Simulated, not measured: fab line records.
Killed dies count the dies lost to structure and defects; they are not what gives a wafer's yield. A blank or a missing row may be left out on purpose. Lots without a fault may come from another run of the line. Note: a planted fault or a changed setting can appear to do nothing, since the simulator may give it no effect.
fab line records -- flow n5-finfet
record lots=6, wafers=17, last-day=18
route steps=1938 shown BEOL_M14@1732 PASSIVATION@1936
lots with no fault: from the same line, run without faults
start-h: hours from the record's first day to the start of the lot's first wafer shown -- wait-h: hours elapsed since this lot's preceding step -- " identical to the entry in the row above -- L1.1+2: several wafers, shown together as one row -- - no value, or no start was given -- * or withheld: withheld -- < > ~ a bound
route shown NAME@n: NAME is a module with steps in the file, n the number in the route of the first one -- usual: mean/standard deviation of fault-free wafers -- same: alike in all rows -- chamber/n: place in a boat -- sites: the reading at each site -- _std_site: how widely they spread, as a standard deviation -- _edge_site: the outer-site mean with the inner-site mean subtracted -- radius-mm: for every site, how far away it sits from the centre of the wafer -- mask NAME#n: copy n -- behind: the tool/chamber that last shaped the wafer -- hold: reason for holding the lot/hours on hold/outcome of the hold -- device: the transistor (n, p or np) that didn't switch -- end of line: tests of these same wafers at the route's end -- where a step has no rows: the recipe by itself -- killed: dies lost to structure and defects at the first sort, not the wafer's yield -- map: dies across one wafer; x = killed, . = not, _ = none there
set.NAME: setting as actually run; set.NAME@STEP: the setting as run at that earlier step -- model.NAME: the simulator's own value behind a step, which no gauge read
certain route steps with their lots: each step a table, each wafer a row
services: a tool's chamber out of use, with start hour (start-h, from the record's first day; less than 0 if before it), hours out, and reason
## steps
# step N5_BEOL_M14_STRIP_63
# recipe chemistry=O2, power-w=600, temp-c=60, pressure-mtorr=30, rf-frequency-hz=6e+07, bias-power-w=0, overash-fraction=0.3, o2-flow-sccm=225
# usual drypump-motor-current-A=5.7/0.47, oes-product-au=0.82/0.082, rf-vpp-V=3.5/0.95, showerhead-plenum-p-Torr=2.13/0.11, throttle-valve-pct=16.66/0.18
lot.wafer,tool,chamber,start-h,wait-h,drypump-motor-current-A,oes-product-au,rf-hours-counter-h,rf-vpp-V,showerhead-plenum-p-Torr,throttle-valve-pct
L863.3,rie-diel-04,3,-,-,5.3,0.95,21,2.1,2.23,16.41
L863.4,rie-diel-04,2,-,-,6.1,0.67,244,3.8,2.01,17.23
L863.6,rie-diel-04,1,-,-,4.9,0.69,-,5.9,1.99,16.91
L866.1,rie-diel-05,2,-,-,6.2,0.73,216,3.7,1.99,16.60
L866.3,rie-diel-05,1,-,-,6.5,0.90,25,2.2,2.24,16.73
L867.1,rie-diel-04,3,-,-,5.3,0.91,32,2.9,2.23,16.43
L867.5,rie-diel-04,0,-,-,5.5,0.89,-,2.9,2.15,16.44
L867.6,rie-diel-04,3,-,-,5.3,0.90,-,1.6,2.23,16.43
L882.1,rie-diel-04,0,-,-,5.5,0.85,81,3.2,2.14,16.48
L882.5,rie-diel-04,0,-,-,5.5,0.86,-,2.2,2.14,16.48
L882.6,rie-diel-04,1,-,-,4.9,0.95,-,5.6,2.24,16.62
L883.1,rie-diel-04,3,-,-,5.3,0.85,78,3.3,2.21,16.51
L883.4,rie-diel-04,1,-,-,4.9,0.93,13,3.0,2.24,16.61
L883.5,rie-diel-04,3,-,-,5.3,0.85,-,2.8,2.21,16.49
L884.1,rie-diel-03,3,-,-,5.3,0.88,25,3.1,2.05,16.44
L884.3,rie-diel-03,1,-,-,6.0,0.71,210,3.0,2.00,17.13
L884.5,rie-diel-03,0,-,-,5.5,0.79,-,4.3,2.24,16.69
# step N5_BEOL_M14_STRIP_64
# recipe chemistry=O2, power-w=600, temp-c=60, pressure-mtorr=30, rf-frequency-hz=6e+07, bias-power-w=0, overash-fraction=0.3, o2-flow-sccm=225
# usual drypump-motor-current-A=5.7/0.47, oes-product-au=0.82/0.082, rf-vpp-V=3.6/0.44, showerhead-plenum-p-Torr=2.13/0.11, throttle-valve-pct=16.66/0.18
lot.wafer,tool,chamber,start-h,wait-h,drypump-motor-current-A,oes-product-au,rf-hours-counter-h,rf-vpp-V,showerhead-plenum-p-Torr,throttle-valve-pct
L863.3,rie-diel-04,3,-,-,5.3,0.93,21,2.6,2.23,16.41
L863.4,rie-diel-04,2,-,-,6.1,0.67,244,3.1,2.01,17.25
L863.6,rie-diel-04,1,-,-,4.9,0.68,-,4.1,1.99,16.92
L866.1,rie-diel-05,2,-,-,6.3,0.72,216,3.3,1.99,16.59
L866.3,rie-diel-05,1,-,-,6.5,0.90,25,3.6,2.24,16.75
L867.1,rie-diel-04,3,-,-,5.3,0.91,32,3.2,2.23,16.42
L867.5,rie-diel-04,0,-,-,5.5,0.89,-,3.4,2.15,16.43
L867.6,rie-diel-04,3,-,-,5.3,0.91,-,3.8,2.23,16.41
L882.1,rie-diel-04,0,-,-,5.5,0.84,81,3.7,2.14,16.48
L882.5,rie-diel-04,0,-,-,5.5,0.85,-,3.4,2.14,16.49
L882.6,rie-diel-04,1,-,-,4.9,0.94,-,3.3,2.24,16.60
L883.1,rie-diel-04,3,-,-,5.3,0.86,78,3.9,2.21,16.51
L883.4,rie-diel-04,1,-,-,4.9,0.93,13,3.6,2.24,16.64
L883.5,rie-diel-04,3,-,-,5.3,0.85,-,4.4,2.21,16.51
L884.1,rie-diel-03,3,-,-,5.4,0.88,25,2.8,2.05,16.43
L884.3,rie-diel-03,1,-,-,6.1,0.71,210,3.3,2.00,17.13
L884.5,rie-diel-03,0,-,-,5.5,0.79,-,3.8,2.24,16.70
# step N5_BEOL_M14_STRIP_71
# recipe chemistry=post-etch-residue-remover, time-s=60, temp-c=25, remover-ph=withheld, remover-water-wt-pct=withheld, remover-fluoride-wt-pct=withheld
# step N5_BEOL_M14_SRD_72
# recipe time-s=30, temp-c=23, rinse-liquid=diw, dry=n2-spin, spin-rpm=1500, dry-time-s=30
# step N5_BEOL_M14_CD_MEAS_17
# recipe target-cd-nm=250, polarity=opening
# usual cd-nm=250.9/2.4
lot.wafer,tool,chamber,start-h,wait-h,cd-nm
L863.3,cd-sem-03,-,250.85,0.0,250.5
L863.4,cd-sem-03,-,250.85,0.0,253.9
L863.6,cd-sem-03,-,250.85,0.0,252.0
L866.1,cd-sem-03,-,264.81,0.0,251.5
L866.3,cd-sem-03,-,264.81,0.0,251.5
L867.1,cd-sem-03,-,279.36,0.0,250.1
L867.5,cd-sem-03,-,279.36,0.0,252.0
L867.6,cd-sem-03,-,279.36,0.0,254.2
L882.1,cd-sem-02,-,369.85,0.0,250.2
L882.5,cd-sem-02,-,369.85,0.0,247.8
L882.6,cd-sem-02,-,369.85,0.0,251.5
L883.1,cd-sem-03,-,384.60,0.0,249.9
L883.4,cd-sem-03,-,384.60,0.0,250.7
L883.5,cd-sem-03,-,384.60,0.0,255.8
L884.1,cd-sem-01,-,396.98,0.0,252.8
L884.3,cd-sem-01,-,396.98,0.0,250.5
L884.5,cd-sem-01,-,396.98,0.0,250.3
# step N5_BEOL_M14_COAT_65
# recipe resist=SOC, temp-c=250, time-s=60, spin-rpm=1500, resist-thk-nm=450
# step N5_BEOL_M14_COAT_66
# recipe resist=SiARC, temp-c=220, time-s=60, spin-rpm=1500, resist-thk-nm=110
# step N5_BEOL_M14_COAT_22
# recipe spin-rpm=2888, resist-thk-nm=300
# step N5_BEOL_M14_EBR_24
# recipe solvent=PGMEA, ebr-width-mm=1.5
# step N5_BEOL_M14_SOFTBAKE_23
# recipe temp-c=130, time-s=60
# step N5_BEOL_M14_EXPOSE_25
# recipe mask-id=M14, na=0.8, source-shape=annular, sigma-inner=0.5, sigma-outer=0.8, polarization=unpolarized, target-cd-nm=280, dose-mj=26.6
# step N5_BEOL_M14_PEB_26
# recipe peb-temp-c=130, peb-time-s=90
# step N5_BEOL_M14_DEVELOP_27
# recipe develop-time-s=45, rinse-liquid=diw, dry=air-spin, dev-temp-c=21
# usual chill-plate-temp-C=22.99/0.095, resist-line-temp-C=23.01/0.12
lot.wafer,tool,chamber,start-h,wait-h,chill-plate-temp-C,resist-line-temp-C
L863.3,litho-track-01,0,251.06,-,22.87,23.03
L863.4,litho-track-01,0,251.06,-,22.83,23.02
L863.6,litho-track-01,0,251.06,-,22.82,22.90
L866.1,litho-track-01,0,265.15,-,22.98,22.99
L866.3,litho-track-01,0,265.15,-,22.93,22.92
L867.1,litho-track-01,0,279.57,-,22.86,22.94
L867.5,litho-track-01,0,279.57,-,22.94,23.14
L867.6,litho-track-01,0,279.57,-,22.98,22.97
L882.1,litho-track-02,0,370.19,-,23.13,22.96
L882.5,litho-track-02,0,370.19,-,23.06,23.06
L882.6,litho-track-02,0,370.19,-,22.96,22.99
L883.1,litho-track-01,0,384.82,-,22.87,22.94
L883.4,litho-track-01,0,384.82,-,23.01,22.95
L883.5,litho-track-01,0,384.82,-,22.88,23.11
L884.1,litho-track-03,0,397.32,-,23.03,22.78
L884.3,litho-track-03,0,397.32,-,23.23,22.89
L884.5,litho-track-03,0,397.32,-,22.89,22.85
# step N5_BEOL_M14_HARDBAKE_32
# recipe temp-c=130, time-s=120
# step N5_BEOL_M14_CD_MEAS_28
# recipe target-cd-nm=284.4, landing-energy-ev=500, detector=se-inlens
# usual cd-nm=284.7/2.1
lot.wafer,tool,chamber,start-h,wait-h,cd-nm
L863.3,cd-sem-01,0,251.17,-,284.3
L863.4,cd-sem-01,0,251.17,-,285.2
L863.6,cd-sem-01,0,251.17,-,286.6
L866.1,cd-sem-01,0,265.26,-,286.1
L866.3,cd-sem-01,0,265.26,-,286.6
L867.1,cd-sem-03,0,279.68,-,290.2
L867.5,cd-sem-03,0,279.68,-,282.1
L867.6,cd-sem-03,0,279.68,-,285.0
L882.1,cd-sem-03,0,370.30,-,285.8
L882.5,cd-sem-03,0,370.30,-,283.9
L882.6,cd-sem-03,0,370.30,-,285.4
L883.1,cd-sem-02,0,384.93,-,280.5
L883.4,cd-sem-02,0,384.93,-,283.4
L883.5,cd-sem-02,0,384.93,-,284.5
L884.1,cd-sem-01,0,397.43,-,285.2
L884.3,cd-sem-01,0,397.43,-,282.3
L884.5,cd-sem-01,0,397.43,-,281.1
# step N5_BEOL_M14_OVL_MEAS_29
# recipe points-per-wafer=44
# usual M14_OVL=0/4.9
lot.wafer,tool,chamber,start-h,wait-h,M14_OVL[nm]
L863.3,overlay-01,0,251.20,0.0,-5
L863.4,overlay-01,0,251.20,0.0,-8
L863.6,overlay-01,0,251.20,0.0,-2
L866.1,overlay-01,0,265.29,0.0,9
L866.3,overlay-01,0,265.29,0.0,4
L867.1,overlay-01,0,279.72,0.0,5
L867.5,overlay-01,0,279.72,0.0,13
L867.6,overlay-01,0,279.72,0.0,2
L882.1,overlay-01,0,370.33,0.0,1
L882.5,overlay-01,0,370.33,0.0,-5
L882.6,overlay-01,0,370.33,0.0,-11
L883.1,overlay-01,0,384.96,0.0,-2
L883.4,overlay-01,0,384.96,0.0,6
L883.5,overlay-01,0,384.96,0.0,-5
L884.1,overlay-02,0,397.46,0.0,4
L884.3,overlay-02,0,397.46,0.0,-3
L884.5,overlay-02,0,397.46,0.0,4
# step N5_BEOL_M14_INSPECT_30
# recipe mode=adi, inspect-instrument=macro
# usual raw-defect-count=2.2/1.4
lot.wafer,tool,chamber,start-h,wait-h,raw-defect-count
L863.3,defect-inspect-02,-,251.23,0.0,2
L863.4,defect-inspect-02,-,251.23,0.0,3
L863.6,defect-inspect-02,-,251.23,0.0,1
L866.1,defect-inspect-02,-,265.31,0.0,3
L866.3,defect-inspect-02,-,265.31,0.0,1
L867.1,defect-inspect-02,-,279.74,0.0,1
L867.5,defect-inspect-02,-,279.74,0.0,5
L867.6,defect-inspect-02,-,279.74,0.0,5
L882.1,defect-inspect-02,-,370.36,0.0,0
L882.5,defect-inspect-02,-,370.36,0.0,4
L882.6,defect-inspect-02,-,370.36,0.0,2
L883.1,defect-inspect-02,-,384.98,0.0,4
L883.4,defect-inspect-02,-,384.98,0.0,7
L883.5,defect-inspect-02,-,384.98,0.0,2
L884.1,defect-inspect-01,-,397.49,0.0,0
L884.3,defect-inspect-01,-,397.49,0.0,2
L884.5,defect-inspect-01,-,397.49,0.0,1
# step N5_BEOL_M14_DESCUM_33
# recipe chemistry=O2, time-s=7.9, source-power-w=50, bias-power-w=20, pressure-mtorr=20, rf-frequency-hz=2.712e+07, temp-c=40, o2-flow-sccm=225
# usual drypump-motor-current-A=5.6/0.47, oes-product-au=0.80/0.084, rf-vpp-V=243.1/1.7, showerhead-plenum-p-Torr=2.11/0.11, throttle-valve-pct=20.45/0.19
lot.wafer,tool,chamber,start-h,wait-h,drypump-motor-current-A,oes-product-au,rf-hours-counter-h,rf-vpp-V,showerhead-plenum-p-Torr,throttle-valve-pct
L863.3,rie-diel-05,2,251.26,0.0,6.2,0.72,211,241.3,1.98,20.24
L863.4,rie-diel-05,0,251.26,0.0,5.8,0.90,38,243.1,2.07,20.43
L863.6,rie-diel-05,2,251.26,0.0,6.3,0.72,-,241.2,1.98,20.23
L866.1,rie-diel-05,1,265.50,0.2,6.5,0.91,25,244.1,2.24,20.57
L866.3,rie-diel-05,0,265.50,0.2,5.8,0.88,44,241.6,2.06,20.42
L867.1,rie-diel-03,3,279.77,0.0,5.4,0.68,244,242.8,2.06,20.49
L867.5,rie-diel-03,2,279.77,0.0,5.2,0.76,-,242.4,1.97,20.22
L867.6,rie-diel-03,1,279.77,0.0,6.0,0.74,-,241.1,2.01,20.81
L882.1,rie-diel-04,0,370.39,0.0,5.5,0.85,82,242.4,2.14,20.28
L882.5,rie-diel-04,2,370.39,0.0,6.2,0.89,-,244.1,2.26,20.66
L882.6,rie-diel-04,1,370.39,0.0,4.9,0.95,-,245.3,2.24,20.44
L883.1,rie-diel-03,1,385.34,0.4,6.0,0.71,206,242.7,1.99,20.87
L883.4,rie-diel-03,3,385.34,0.4,5.4,0.90,20,242.1,2.05,20.20
L883.5,rie-diel-03,2,385.34,0.4,5.2,0.73,-,241.2,1.96,20.31
L884.1,rie-diel-05,0,397.52,0.0,5.8,0.84,81,241.2,2.05,20.50
L884.3,rie-diel-05,1,397.52,0.0,6.5,0.84,60,245.6,2.23,20.62
L884.5,rie-diel-05,0,397.52,0.0,5.8,0.83,-,240.7,2.05,20.48
# step N5_BEOL_M14_ETCH_67
# recipe chemistry=CF4, target=SiARC, target-depth-a=1430, time-s=238.3, ion-energy-ev=80, pressure-mtorr=40, source-w=545, bias-w=36, Ar_flow_sccm=100, cf4-flow-sccm=100, ends=cleared
# usual drypump-motor-current-A=5.6/0.47, etch-rf-on-time-s=234/9, oes-product-au=0.69/0.072, rf-vpp-V=184.1/1.4, showerhead-plenum-p-Torr=2.15/0.094, throttle-valve-pct=15.59/0.25
lot.wafer,tool,chamber,start-h,wait-h,drypump-motor-current-A,etch-rf-on-time-s,oes-product-au,rf-hours-counter-h,rf-vpp-V,showerhead-plenum-p-Torr,throttle-valve-pct,model.coat_of_BEOL_M14_COAT_22.thk-nm
L863.3,rie-diel-05,2,251.29,0.0,6.2,238,0.61,211,183.4,2.04,15.57,211.6
L863.4,rie-diel-05,0,251.29,0.0,5.8,243,0.76,38,182.8,2.07,15.28,210.4
L863.6,rie-diel-05,2,251.29,0.0,6.3,240,0.61,-,185.0,2.04,15.57,211
L866.1,rie-diel-05,1,265.54,0.0,6.5,244,0.76,25,184.7,2.26,15.55,209.6
L866.3,rie-diel-05,0,265.54,0.0,5.8,239,0.76,44,183.2,2.07,15.30,210.2
L867.1,rie-diel-03,3,279.81,0.0,5.4,233,0.60,244,183.7,2.12,15.87,210.6
L867.5,rie-diel-03,2,279.81,0.0,5.2,228,0.66,-,182.3,2.05,15.66,211.6
L867.6,rie-diel-03,1,279.81,0.0,6.0,238,0.64,-,183.1,2.07,16.03,210.4
L882.1,rie-diel-04,0,370.43,0.0,5.5,225,0.74,82,183.1,2.14,15.20,211
L882.5,rie-diel-04,2,370.43,0.0,6.2,234,0.76,-,186.0,2.26,15.54,211.8
L882.6,rie-diel-04,1,370.43,0.0,4.9,245,0.79,-,185.7,2.29,15.55,211.4
L883.1,rie-diel-03,1,385.38,0.0,6.0,235,0.60,206,182.3,2.05,16.11,211.2
L883.4,rie-diel-03,3,385.38,0.0,5.4,223,0.79,20,183.9,2.11,15.44,211.8
L883.5,rie-diel-03,2,385.38,0.0,5.2,233,0.63,-,181.3,2.04,15.73,211
L884.1,rie-diel-05,0,397.56,0.0,5.8,246,0.70,81,182.0,2.06,15.36,211.8
L884.3,rie-diel-05,1,397.56,0.0,6.5,243,0.72,60,185.3,2.25,15.62,211.8
L884.5,rie-diel-05,0,397.56,0.0,5.8,246,0.70,-,182.9,2.06,15.35,212
# step N5_BEOL_M14_ETCH_68
# recipe chemistry=N2/H2, target=SOC, mask-material=SiARC, source-w=3000, bias-w=350, temp-c=40, time-s=450, ion-energy-ev=200, pressure-mtorr=30, n2-flow-sccm=200, h2-flow-sccm=200
# usual drypump-motor-current-A=5.6/0.46, oes-product-au=0.80/0.085, rf-vpp-V=524/3.5, showerhead-plenum-p-Torr=2.55/0.12, throttle-valve-pct=17.71/0.17
lot.wafer,tool,chamber,start-h,wait-h,drypump-motor-current-A,oes-product-au,rf-hours-counter-h,rf-vpp-V,showerhead-plenum-p-Torr,throttle-valve-pct
L863.3,rie-diel-05,2,251.44,0.1,6.3,0.71,211,521,2.44,17.79
L863.4,rie-diel-05,0,251.44,0.1,5.8,0.89,38,523,2.46,17.50
L863.6,rie-diel-05,2,251.44,0.1,6.3,0.72,-,519,2.44,17.79
L866.1,rie-diel-05,1,265.69,0.1,6.5,0.92,25,527,2.68,17.52
L866.3,rie-diel-05,0,265.69,0.1,5.8,0.88,44,523,2.46,17.52
L867.1,rie-diel-03,3,279.95,0.1,5.3,0.68,244,524,2.51,17.94
L867.5,rie-diel-03,2,279.95,0.1,5.2,0.75,-,521,2.43,17.76
L867.6,rie-diel-03,1,279.95,0.1,6.1,0.73,-,521,2.40,17.86
L882.1,rie-diel-04,0,370.57,0.1,5.5,0.85,82,525,2.57,17.58
L882.5,rie-diel-04,2,370.57,0.1,6.1,0.89,-,529,2.70,17.79
L882.6,rie-diel-04,1,370.57,0.1,4.9,0.95,-,529,2.72,17.70
L883.1,rie-diel-03,1,385.53,0.1,6.0,0.71,206,520,2.38,17.92
L883.4,rie-diel-03,3,385.53,0.1,5.3,0.90,20,521,2.50,17.59
L883.5,rie-diel-03,2,385.53,0.1,5.2,0.72,-,519,2.42,17.84
L884.1,rie-diel-05,0,397.70,0.1,5.8,0.83,82,520,2.45,17.59
L884.3,rie-diel-05,1,397.70,0.1,6.5,0.87,60,527,2.67,17.61
L884.5,rie-diel-05,0,397.70,0.1,5.8,0.83,-,522,2.45,17.58
# step N5_PASSIVATION_PROBE_49
# usual defect-limited-yield=91.7/1.4, killed_at_M0_to_M3=32/9.7, killed_at_M4_up=14/5.5, killed-at-contacts=13/6.1, killed-at-front-end=35/10, killed-at-other=4.2/2.9, killed-dies=98/17, killed-open=63/12, killed-short=32/7.7, sort_bin_5_function=4.8/0.9, sort_bin_6_memory=3.1/0.63, sort_bin_8_speed=1/3.3, sort-n-pass=1073/41, sort-yield-pct=91/3.5
# same gross-dies=1180, killed-at-back-side=0, sort_bin_4_leakage[%]=0
lot.wafer,tool,chamber,start-h,wait-h,defect-limited-yield[%],killed_at_M0_to_M3,killed_at_M4_up,killed-at-contacts,killed-at-front-end,killed-at-other,killed-dies,killed-open,killed-short,sort_bin_5_function[%],sort_bin_6_memory[%],sort_bin_8_speed[%],sort-n-pass,sort-yield-pct[%]
L866.1,prober-01,-,292.27,0.0,93.6,18,13,13,25,6,75,41,33,4.2,2.0,0,1105,94
L866.3,prober-01,-,292.37,0.1,92.6,21,10,16,35,5,87,55,32,4.2,2.9,0,1093,93
# killed by level:class
L866.1 MOL_CONTACT_COAG:geometric-particle:open=10 BEOL_M0_SAQP:geometric-particle:open=7 FIN_SAQP:geometric-particle:short=6 STI_FIN_REVEAL:geometric-particle:open=5 BEOL_M0_SAQP:geometric-particle:short=5 ILD0:geometric-particle:short=4 BEOL_M4:geometric-particle:short=4 BEOL_M4:geometric-particle:open=3
L866.3 MOL_CONTACT_COAG:geometric-particle:open=10 STI_FIN_REVEAL:geometric-particle:open=9 FIN_SAQP:geometric-particle:short=8 BEOL_M1:geometric-particle:open=8 MOL_CONTACT_COAG:geometric-particle:short=6 STI_FIN_REVEAL:geometric-particle:short=5 FIN_SAQP:geometric-particle:open=4 BEOL_M2:geometric-particle:open=4
## services
tool,chamber,start-h,hours,kind
rie-diel-05,3,236.18,4.1,repair
rie-diel-03,1,247.14,7.8,repair
rie-diel-04,2,268.75,-,clean
rie-diel-04,2,268.75,-,consumable-replace:focus-ring
rie-diel-04,2,268.75,-,consumable-replace:showerhead
rie-diel-04,2,268.75,31.2,scheduled-down
rie-diel-04,2,268.75,31.2,vent-cycle
rie-diel-05,2,293.13,6.3,repair
rie-diel-04,0,302.16,21.8,repair
rie-diel-04,-,322.52,0.7,repair
rie-diel-04,1,332.38,-,clean
rie-diel-04,1,332.38,-,consumable-replace:focus-ring
rie-diel-04,1,332.38,-,consumable-replace:showerhead
rie-diel-04,1,332.38,17.4,scheduled-down
rie-diel-04,1,332.38,17.4,vent-cycle
rie-diel-03,1,367.32,6.9,repair
rie-diel-03,3,370.16,1.6,repair
rie-diel-03,-,374.74,2.8,pm
rie-diel-05,-,375.48,14.6,pm
rie-diel-05,3,395.01,2.4,repair
rie-diel-05,2,397.46,-,clean
rie-diel-05,2,397.46,-,consumable-replace:esc
rie-diel-05,2,397.46,-,consumable-replace:focus-ring
rie-diel-05,2,397.46,17.0,scheduled-down
## key
first-sign none at tools or gauges
model-effect step=N5_BEOL_M14_ETCH_67, value=coat_of_BEOL_M14_COAT_22.thk-nm, without=211.5, struck=210.1
met-at N5_BEOL_M14_DEVELOP_27
struck-wafers L866.1,L866.3,L867.1
onset-between 251.06 265.15
fault kind=process-parameter-drift, tool=litho-track-01, chamber=-, onset-h=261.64, steps=N5_BEOL_M14_DEVELOP_27, channel=develop-time-s, offset=*, shape=step, end-h=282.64, scope=struck-wafers-only, acts-in=*, stated=*
